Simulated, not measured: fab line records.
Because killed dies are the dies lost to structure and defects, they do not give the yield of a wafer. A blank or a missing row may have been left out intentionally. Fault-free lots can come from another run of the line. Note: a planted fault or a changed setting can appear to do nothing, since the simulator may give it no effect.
fab line records    flow n5-finfet
record: lots: 7  wafers: 20  last-day: 18
route steps=1938 shown BEOL_M10@1507 BEOL_M15@1830 PASSIVATION@1936
lots untouched by any fault: they come from a run of this same line in which no faults occurred
start-h: hours from the record's opening day to when the first of the lot's shown wafers began    wait-h: hours since the lot's step before    " as in the row above    L1.1+2: one row covering several wafers at once    - either no value or no given start    * or withheld: withheld    < > ~ a bound
route shown NAME@n: names a module that has steps shown in the file, with the first one's number in the route    usual: the fault-free wafers' mean and standard deviation    same: alike in all rows    chamber/n: place in a boat    sites: each site's reading    _std_site: standard deviation across them    _edge_site: the outer-site mean with the inner-site mean subtracted    radius-mm: for every site, how far away it sits from the centre of the wafer    mask NAME#n: copy n    behind: tool/chamber where the wafer was last shaped    hold: the reason the lot was held/the length of the hold in hours/how it ended    device: whichever transistor did not switch (one of n, p or np)    end of line: at the end of the route, the tests of the same wafers    a step without rows: its recipe alone    killed: the dies lost at the first sort to structure and to defects; this is not the yield of the wafer    map: shows each die of a wafer: x if killed, . if not, _ if none is there
set.NAME: the setting as run; set.NAME@STEP: as run at that earlier step    model.NAME: the simulator's own value behind a step, which no gauge read
the route's steps for a sample of lots (tables are steps, rows are wafers)
services: the hour from which a tool's chamber was out of use, counted from the record's first day as start-h (under 0 if before that day), plus the number of hours and why
== steps ==
step: N5_BEOL_M10_ETCH_66
recipe: chemistry: N2/H2  target: SOC  target-depth-a: 1200  overetch-a: 240  mask-material: SiARC  temp-c: 40  time-s: 180  ion-energy-ev: 200  pressure-mtorr: 30  source-w: 840  bias-w: 150  n2-flow-sccm: 200  h2-flow-sccm: 200
usual: drypump-motor-current-A: 5.6/0.39  oes-product-au: 0.64/0.071  rf-vpp-V: 524/3  showerhead-plenum-p-Torr: 2.53/0.098  throttle-valve-pct: 17.7/0.35
lot.wafer  tool         chamber  start-h  wait-h  drypump-motor-current-A  oes-product-au  rf-hours-counter-h  rf-vpp-V  showerhead-plenum-p-Torr  throttle-valve-pct
L294.2     rie-diel-05  1        253.65   0.0     6.2                      0.61            159                 522       2.51                      18.0
L294.3     "            2        "        "       5.2                      0.56            242                 525       2.57                      17.7
L294.5     "            2        "        "       5.3                      0.56            -                   527       2.57                      17.6
L301.2     rie-diel-05  0        320.82   0.0     5.2                      0.57            241                 521       2.41                      17.9
L301.3     "            1        "        "       6.2                      0.59            177                 524       2.50                      18.1
L301.4     "            2        "        "       5.3                      0.73            15                  526       2.56                      17.3
L305.1     rie-diel-05  1        329.50   0.0     6.1                      0.60            180                 523       2.50                      18.1
L305.2     "            3        "        "       5.5                      0.73            28                  530       2.66                      17.1
L305.4     "            0        "        "       5.1                      0.57            244                 520       2.40                      17.9
L308.1     rie-diel-01  0        337.42   0.0     6.2                      0.71            34                  524       2.57                      17.5
L308.2     "            3        "        "       5.0                      0.59            199                 519       2.39                      17.8
L308.6     "            0        "        "       6.2                      0.72            -                   527       2.57                      17.5
L309.2     rie-diel-05  3        351.04   0.0     5.5                      0.72            34                  529       2.66                      17.1
L309.6     "            2        "        "       5.2                      0.71            -                   525       2.55                      17.3
L306.2     rie-diel-04  3        351.40   0.0     5.5                      0.59            206                 522       2.40                      17.8
L306.4     "            2        "        "       5.6                      0.65            -                   526       2.56                      18.0
L306.6     "            1        "        "       6.1                      0.56            -                   521       2.41                      18.2
L313.3     rie-diel-05  2        369.03   0.0     5.3                      0.71            36                  525       2.55                      17.3
L313.4     "            0        "        "       5.2                      0.78            -                   528       2.72                      17.5
L313.6     "            2        "        "       5.3                      0.70            -                   526       2.55                      17.3
step: N5_BEOL_M10_VIA_ETCH_34
recipe: chemistry: C4F6/O2  target: SiCOH_lowk  target-depth-a: 1845  mask-material: SOC  taper-deg: 4  time-s: 69.2  ion-energy-ev: 250  pressure-mtorr: 30  source-w: 345  bias-w: 185  Ar_flow_sccm: 300  C4F6_flow_sccm: 10  O2_flow_sccm: 10
usual: O2_flow_sccm: 10.00/0.033  drypump-motor-current-A: 5.6/0.39  oes_ar_750_au: 0.79/0.089  oes-product-au: 0.80/0.095  rf-vpp-V: 667/16  showerhead-plenum-p-Torr: 2.85/0.12  throttle-valve-pct: 20.96/0.27
lot.wafer  tool         chamber  start-h  wait-h  O2_flow_sccm  drypump-motor-current-A  oes_ar_750_au  oes-product-au  rf-hours-counter-h  rf-vpp-V  showerhead-plenum-p-Torr  throttle-valve-pct
L294.2     rie-diel-05  1        253.77   0.0     9.98          6.1                      0.76           0.76            159                 667       2.83                      21.22
L294.3     "            2        "        "       9.96          5.3                      0.69           0.68            243                 671       2.95                      21.18
L294.5     "            2        "        "       9.99          5.3                      0.69           0.68            -                   672       2.95                      21.17
L301.2     rie-diel-05  0        320.94   0.0     10.03         5.2                      0.70           0.70            241                 664       2.69                      20.79
L301.3     "            1        "        "       10.01         6.2                      0.75           0.74            177                 667       2.82                      21.24
L301.4     "            2        "        "       9.97          5.3                      0.91           0.92            15                  671       2.94                      20.91
L305.1     rie-diel-05  1        329.62   0.0     9.99          6.2                      0.75           0.74            180                 665       2.82                      21.29
L305.2     "            3        "        "       9.98          5.4                      0.91           0.92            28                  665       3.05                      20.57
L305.4     "            0        "        "       9.99          5.1                      0.70           0.70            244                 664       2.69                      20.82
L308.1     rie-diel-01  0        337.55   0.0     10.00         6.3                      0.89           0.90            34                  654       2.92                      20.81
L308.2     "            3        "        "       10.00         5.1                      0.72           0.72            199                 672       2.70                      21.02
L308.6     "            0        "        "       10.04         6.3                      0.90           0.89            -                   652       2.91                      20.81
L309.2     rie-diel-05  3        351.16   0.0     9.99          5.4                      0.90           0.91            34                  669       3.04                      20.60
L309.6     "            2        "        "       10.05         5.3                      0.89           0.90            -                   672       2.93                      20.92
L306.2     rie-diel-04  3        351.53   0.0     9.97          5.5                      0.75           0.73            206                 642       2.70                      20.95
L306.4     "            2        "        "       9.99          5.6                      0.81           0.82            -                   665       2.90                      21.34
L306.6     "            1        "        "       10.03         6.1                      0.70           0.69            -                   653       2.71                      21.28
L313.3     rie-diel-05  2        369.16   0.0     9.94          5.3                      0.86           0.87            37                  672       2.93                      20.93
L313.4     "            0        "        "       9.96          5.1                      0.97           0.97            -                   675       3.03                      20.52
L313.6     "            2        "        "       9.99          5.3                      0.86           0.86            -                   670       2.93                      20.93
step: N5_BEOL_M10_ALD_74
recipe: material: TaN  target-thk-a: 20  temp-c: 275  ald-precursor-family: PDMAT  ald-co-reactant: NH3  pressure-torr: 3  carrier-flow-sccm: 1500  pulse-time-s: 2  purge-time-s: 3  co-reactant-purge-time-s: 2  co-reactant-pulse-time-s: 3  ald-cycles: 40  precursor-vessel-temp-c: 75  precursor-vessel-pressure-torr: 26.25  precursor-vessel-carrier-sccm: 1000
usual: ald-cycles: 40/0  chamber-pressure-Torr: 3.001/0.0065  heater-power-w: 421/39  mfc-carrier-sccm: 1500/4.5
lot.wafer  tool          chamber  start-h  wait-h  ald-cycles  chamber-pressure-Torr  heater-power-w  mfc-carrier-sccm
L294.2     ald-metal-04  3        254.81   0.1     40          2.993                  418             1503
L294.3     "             2        "        "       40          3.002                  424             1498
L294.5     "             3        "        "       40          2.992                  423             1506
L301.2     ald-metal-03  3        322.35   0.0     40          3.002                  433             1503
L301.3     "             1        "        "       40          3.006                  399             1501
L301.4     "             2        "        "       40          3.003                  487             1494
L305.1     ald-metal-01  3        331.10   0.3     40          2.987                  383             1493
L305.2     "             1        "        "       40          3.002                  465             1497
L305.4     "             0        "        "       40          3.007                  413             1496
L308.1     ald-metal-04  3        339.06   0.3     40          3.006                  415             1508
L308.2     "             0        "        "       40          2.999                  354             1496
L308.6     "             2        "        "       40          2.992                  426             1503
L309.2     ald-metal-04  0        352.57   0.2     40          3.014                  353             1505
L309.6     "             0        "        "       40          3.000                  351             1509
L306.2     ald-metal-04  1        354.50   0.1     29          2.998                  486             1490
L306.4     "             2        "        "       40          3.000                  427             1507
L306.6     "             0        "        "       29          3.005                  357             1498
L313.3     ald-metal-04  2        371.19   0.0     40          3.009                  438             1502
L313.4     "             1        "        "       40          2.997                  477             1500
L313.6     "             1        "        "       29          3.000                  477             1501
step: N5_BEOL_M10_INSPECT_58
recipe: inspect-instrument: darkfield  mode: post-dep
usual: raw-defect-count: 70/23
lot.wafer  tool               chamber  start-h  wait-h  raw-defect-count
L294.2     defect-inspect-01  -        256.73   0.0     85
L294.3     "                  -        "        "       70
L294.5     "                  -        "        "       57
L301.2     defect-inspect-01  -        324.30   0.0     49
L301.3     "                  -        "        "       46
L301.4     "                  -        "        "       54
L305.1     defect-inspect-01  -        332.93   0.0     59
L305.2     "                  -        "        "       93
L305.4     "                  -        "        "       96
L308.1     defect-inspect-02  -        342.01   0.0     72
L308.2     "                  -        "        "       33
L308.6     "                  -        "        "       41
L309.2     defect-inspect-01  -        355.85   0.0     82
L309.6     "                  -        "        "       70
L306.2     defect-inspect-01  -        356.57   0.0     47
L306.4     "                  -        "        "       89
L306.6     "                  -        "        "       52
L313.3     defect-inspect-01  -        373.18   0.0     54
L313.4     "                  -        "        "       85
L313.6     "                  -        "        "       71
step: N5_BEOL_M15_RC_MEAS_101
usual: COMB_M10: 1.4e-11/2.9e-12  COMB_M10_max_site: 2e-11/4.5e-12  COMB_M11: 1.5e-11/3e-12  COMB_M12: 5.9e-12/1.4e-12  COMB_M13: 4.4e-12/8.8e-13  COMB_M14: 3.4e-12/8.3e-13  COMB_M15: 2.2e-12/5.6e-13  COMB_M5: 3.6e-11/6.6e-12  COMB_M5_max_site: 5.2e-11/1.2e-11  COMB_M6: 2.5e-11/5.3e-12  COMB_M7: 2.4e-11/4.6e-12  COMB_M8: 2.5e-11/5.5e-12  COMB_M9: 1.41e-11/2.9e-12  SERP_M10: 3.06/0.1  SERP_M11: 3.11/0.11  SERP_M12: 0.635/0.022  SERP_M13: 0.309/0.0067  SERP_M14: 0.157/0.006  SERP_M5: 40.0/2.3  SERP_M6: 13.6/0.73  SERP_M7: 14.0/0.71  SERP_M8: 13.9/0.71  SERP_M9: 3.06/0.11
lot.wafer  tool       chamber  start-h  wait-h  COMB_M10[S/m]  COMB_M10_max_site[S/m]  COMB_M11[S/m]  COMB_M12[S/m]  COMB_M13[S/m]  COMB_M14[S/m]  COMB_M15[S/m]  COMB_M5[S/m]  COMB_M5_max_site[S/m]  COMB_M6[S/m]  COMB_M7[S/m]  COMB_M8[S/m]  COMB_M9[S/m]  SERP_M10[ohm/um]  SERP_M11[ohm/um]  SERP_M12[ohm/um]  SERP_M13[ohm/um]  SERP_M14[ohm/um]  SERP_M5[ohm/um]  SERP_M6[ohm/um]  SERP_M7[ohm/um]  SERP_M8[ohm/um]  SERP_M9[ohm/um]
L294.2     prober-02  0        287.08   0.2     1.8e-11        2.3e-11                 1.3e-11        6.2e-12        4.1e-12        4.1e-12        2.2e-12        4.3e-11       6e-11                  2.9e-11       2.5e-11       3.3e-11       9.7e-12       3.27              3.27              0.637             0.312             0.159             36.9             12.4             15.8             14.5             3.16
L294.3     "          0        "        "       1.91e-11       3.2e-11                 1.4e-11        5.7e-12        6.2e-12        3.2e-12        1.7e-12        2.4e-11       4.2e-11                2.4e-11       2.1e-11       2.8e-11       1.99e-11      3.29              3.12              0.614             0.307             0.147             39.9             13.0             13.8             13.8             3.04
L294.5     "          0        "        "       1.68e-11       1.9e-11                 1.7e-11        5.8e-12        2.9e-12        3.4e-12        1.7e-12        2.4e-11       3.7e-11                2.4e-11       2.2e-11       2e-11         1.5e-11       3.27              2.97              0.635             0.309             0.148             44.6             13.1             15.1             14.0             3.04
L301.2     prober-02  0        363.93   0.2     1.28e-11       1.9e-11                 1.8e-11        9.8e-12        4e-12          2.2e-12        1.5e-12        4.2e-11       6e-11                  3.1e-11       3.3e-11       3.1e-11       1.35e-11      3.13              3.02              0.634             0.315             0.152             40.8             15.0             14.3             13.9             3.27
L301.3     "          0        "        "       1.27e-11       1.9e-11                 1.7e-11        5.5e-12        3.9e-12        2.4e-12        2.1e-12        3.4e-11       4.3e-11                2.4e-11       2.1e-11       2.2e-11       1.73e-11      3.04              3.09              0.635             0.321             0.155             42.9             14.2             13.8             12.8             3.03
L301.4     "          0        "        "       1.49e-11       2.4e-11                 1.1e-11        4.8e-12        4.1e-12        2.3e-12        1.4e-12        3.5e-11       4.6e-11                2.4e-11       2.5e-11       3e-11         1.38e-11      2.91              3.03              0.637             0.301             0.155             36.4             13.1             14.1             14.4             2.94
L305.1     prober-02  0        366.76   0.0     2.11e-11       2.6e-11                 1e-11          6.8e-12        5.4e-12        4.3e-12        3.3e-12        3.1e-11       3.9e-11                2.5e-11       1.7e-11       2.5e-11       1.36e-11      3.18              3.38              0.656             0.310             0.158             39.6             13.5             13.7             13.1             3.23
L305.2     "          0        "        "       1.42e-11       3.1e-11                 1.8e-11        6.6e-12        3.6e-12        3.9e-12        2.2e-12        2.7e-11       4.3e-11                2.5e-11       1.8e-11       1.8e-11       1.05e-11      2.99              2.96              0.663             0.315             0.154             39.1             14.2             14.7             13.2             2.95
L305.4     "          0        "        "       1.52e-11       2.1e-11                 1.9e-11        6.7e-12        5.9e-12        5e-12          2.5e-12        3.2e-11       5e-11                  2.1e-11       2e-11         2e-11         1.26e-11      3.27              3.03              0.660             0.305             0.153             37.6             14.1             13.9             14.0             2.91
L308.1     prober-01  0        379.07   0.0     1.17e-11       1.7e-11                 1.4e-11        5.9e-12        4.6e-12        4.7e-12        2.1e-12        3.3e-11       5.8e-11                3.1e-11       2.3e-11       2e-11         1.53e-11      2.98              3.23              0.642             0.310             0.151             40.4             13.2             13.3             14.3             3.09
L308.2     "          0        "        "       1.35e-11       1.8e-11                 1.2e-11        7.5e-12        3.9e-12        4.7e-12        2.9e-12        2.9e-11       5e-11                  2.2e-11       1.9e-11       2.2e-11       1.2e-11       3.06              3.13              0.657             0.324             0.159             40.9             13.0             13.9             15.1             2.95
L308.6     "          0        "        "       1.37e-11       1.5e-11                 1.8e-11        5.1e-12        5e-12          3e-12          3.2e-12        3.2e-11       8.7e-11                2.3e-11       2.2e-11       2.8e-11       1.51e-11      3.11              3.11              0.615             0.304             0.151             40.5             14.4             13.3             13.5             3.15
L309.2     prober-01  0        386.22   0.2     1.19e-11       2.2e-11                 1e-11          3e-12          3.2e-12        3.1e-12        3.2e-12        3.6e-11       5.4e-11                2.1e-11       3e-11         2.7e-11       1.29e-11      2.97              3.04              0.607             0.306             0.167             43.4             13.4             13.6             13.8             3.03
L309.6     "          0        "        "       1.15e-11       1.3e-11                 1.1e-11        4.3e-12        4.9e-12        4.2e-12        2.2e-12        3.6e-11       5.8e-11                4.3e-11       2.5e-11       2.3e-11       1.7e-11       2.98              3.14              0.593             0.311             0.167             41.3             13.2             13.9             14.8             2.85
L306.2     prober-01  0        403.18   0.2     2.23e-11       3.6e-11                 1.2e-11        8.7e-12        5.8e-12        4.5e-12        1.6e-12        4.1e-11       5.7e-11                2.4e-11       3e-11         2.6e-11       1.39e-11      3.06              3.02              0.633             0.307             0.151             40.2             13.3             14.3             14.5             3.03
L306.4     "          0        "        "       1.1e-11        1.5e-11                 1.3e-11        7.3e-12        4.6e-12        2.3e-12        2.1e-12        3.3e-11       5.3e-11                1.7e-11       1.8e-11       2.3e-11       1.25e-11      2.99              3.15              0.650             0.310             0.166             35.5             13.6             13.7             13.7             3.17
L306.6     "          0        "        "       2.11e-11       2.9e-11                 2e-11          5.8e-12        4e-12          2.9e-12        2.7e-12        3.6e-11       5.2e-11                2.6e-11       2.7e-11       2.1e-11       1.55e-11      3.08              2.99              0.622             0.303             0.154             38.2             13.9             14.3             15.5             2.99
L313.3     prober-02  0        416.39   0.3     1.21e-11       1.7e-11                 1.2e-11        5.6e-12        3.9e-12        4.5e-12        1.8e-12        4.7e-11       5.5e-11                4e-11         3.1e-11       3.8e-11       1.37e-11      3.00              3.13              0.630             0.309             0.155             41.1             14.2             14.6             14.2             3.07
L313.4     "          0        "        "       1.35e-11       1.9e-11                 1.5e-11        6.5e-12        4.4e-12        3.2e-12        2.4e-12        3.4e-11       3.8e-11                2.9e-11       3e-11         1.9e-11       1.54e-11      3.01              3.15              0.655             0.306             0.151             42.1             15.5             14.1             14.9             3.04
L313.6     "          0        "        "       2.76e-11       3.7e-11                 1.2e-11        5e-12          5.2e-12        2.4e-12        2.8e-12        3.9e-11       5.4e-11                3.3e-11       2.2e-11       2.4e-11       1.08e-11      2.96              3.00              0.645             0.316             0.156             42.6             14.0             13.8             13.3             3.23
sites COMB_M10 radius-mm=0,75,75,75,75,140,140,140,140
L294.2 1.17e-11 1.66e-11 1.84e-11 1.21e-11 1.88e-11 1.8e-11 1.86e-11 1.25e-11 2.3e-11
L301.2 1.28e-11 1.85e-11 8.2e-12 9.9e-12 1.38e-11 8.3e-12 1.54e-11 1.2e-11 1.29e-11
L305.1 2.04e-11 2.42e-11 2.58e-11 2.59e-11 1.57e-11 1.58e-11 2.45e-11 2.11e-11 1.75e-11
L308.1 1.6e-11 1.11e-11 7e-12 1.17e-11 9.8e-12 1.34e-11 1.39e-11 1.67e-11 9.9e-12
L309.2 1.04e-11 1.19e-11 1.43e-11 9.5e-12 1.41e-11 1.26e-11 2.22e-11 1.13e-11 8.8e-12
L306.2 2.93e-11 2.23e-11 2.4e-11 3.62e-11 2.67e-11 1.73e-11 1.92e-11 2.15e-11 1.68e-11
L313.3 1.71e-11 1.21e-11 1.49e-11 1.23e-11 8.8e-12 1.22e-11 1.06e-11 1e-11 1.11e-11
step: N5_PASSIVATION_PROBE_49
usual: defect-limited-yield: 91.2/1.5  killed_at_M0_to_M3: 36/10  killed_at_M4_up: 14/5.2  killed-at-contacts: 12/6  killed-at-front-end: 37/10  killed-at-other: 4/3.3  killed-dies: 104/18  killed-open: 68/14  killed-short: 34/7.4  sort_bin_4_leakage: 0.01/0.04  sort_bin_5_function: 5.2/1  sort_bin_6_memory: 3.3/0.7  sort_bin_8_speed: 0.01/0.045  sort-n-pass: 1076/18  sort-yield-pct: 91.2/1.5
same: gross-dies: 1180  killed-at-back-side: 0
lot.wafer  tool       chamber  start-h  wait-h  defect-limited-yield[%]  killed_at_M0_to_M3  killed_at_M4_up  killed-at-contacts  killed-at-front-end  killed-at-other  killed-dies  killed-open  killed-short  sort_bin_4_leakage[%]  sort_bin_5_function[%]  sort_bin_6_memory[%]  sort_bin_8_speed[%]  sort-n-pass  sort-yield-pct[%]
L306.2     prober-02  -        419.64   0.1     92.0                     24                  14               25                  29                   2                94           55           36            0.17                   3.5                     4.0                   0                    1086         92.0
L313.4     prober-01  -        439.20   0.2     88.0                     38                  27               6                   45                   26               142          73           50            0                      7.4                     4.6                   0                    1038         88.0
killed by level:class
L306.2 MOL_CONTACT_COAG:geometric-particle:open=20 FIN_SAQP:geometric-particle:short=5 MOL_CONTACT_COAG:geometric-particle:short=5 BEOL_M0_SAQP:geometric-particle:open=5 BEOL_M3:geometric-particle:short=5 DUMMY_GATE:geometric-particle:open=4 BEOL_M5:geometric-particle:short=4 BEOL_M0_SAQP:geometric-particle:short=4
L313.4 PASSIVATION:area-etch=19 BEOL_M4:geometric-particle:open=12 BEOL_M4:geometric-particle:short=12 BEOL_M0_SAQP:geometric-particle:open=11 FIN_SAQP:geometric-particle:short=10 FIN_SAQP:geometric-particle:open=9 BEOL_M0_SAQP:geometric-particle:short=8 BEOL_M3:geometric-particle:open=6
== services ==
tool          chamber  start-h  hours  kind
ald-metal-03  -        232.44   2.8    pm
rie-diel-05   3        240.08   -      clean
rie-diel-05   3        240.08   -      consumable-replace:focus-ring
rie-diel-05   3        240.08   -      consumable-replace:showerhead
rie-diel-05   3        240.08   25.9   scheduled-down
rie-diel-05   3        240.08   25.9   vent-cycle
ald-metal-01  1        242.96   2.0    repair
rie-diel-04   0        268.44   10.6   repair
rie-diel-05   2        269.41   -      clean
rie-diel-05   2        269.41   -      consumable-replace:focus-ring
rie-diel-05   2        269.41   16.1   scheduled-down
rie-diel-05   2        269.41   16.1   vent-cycle
rie-diel-04   3        273.77   2.0    repair
rie-diel-05   1        286.76   30.4   repair
ald-metal-04  -        293.61   8.7    pm
ald-metal-03  3        298.97   3.6    repair
ald-metal-03  -        305.31   1.5    repair
rie-diel-01   1        313.20   6.2    repair
rie-diel-05   0        350.11   -      clean
rie-diel-05   0        350.11   -      consumable-replace:focus-ring
rie-diel-05   0        350.11   -      consumable-replace:showerhead
rie-diel-01   -        351.84   15.6   pm
ald-metal-01  0        356.43   2.7    repair
ald-metal-03  1        359.88   26.9   repair
== key ==
first-sign: step: N5_BEOL_M10_ALD_74  reading: ald-cycles  direction: down  sigmas: 99+  usual: *  struck: *
effect: step: N5_BEOL_M15_RC_MEAS_101  reading: COMB_M10  direction: up  sigmas: 3.4  usual: 1.4e-11  struck: 2.37e-11
met-at N5_BEOL_M10_ALD_74
struck-lots L306,L313
struck-wafers L306.2,L306.6,L313.6
baseline-loss: step: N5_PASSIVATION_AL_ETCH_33  wafers: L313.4
not-acting-at N5_BEOL_M10_ETCH_66,N5_BEOL_M10_VIA_ETCH_34,N5_BEOL_M10_INSPECT_58
onset-between 352.57 354.50
fault: kind: process-parameter-drift  tool: ald-metal-04  chamber: -  onset-h: 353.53  steps: N5_BEOL_M10_ALD_74  channel: ald-cycles  offset: *  shape: step  end-h: 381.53  scope: struck-wafers-only  acts-in: *  stated: *
baseline-loss: these wafers lose ten dies or more at that step, a loss of the line's own and not of a fault; the sort's usual values leave them out
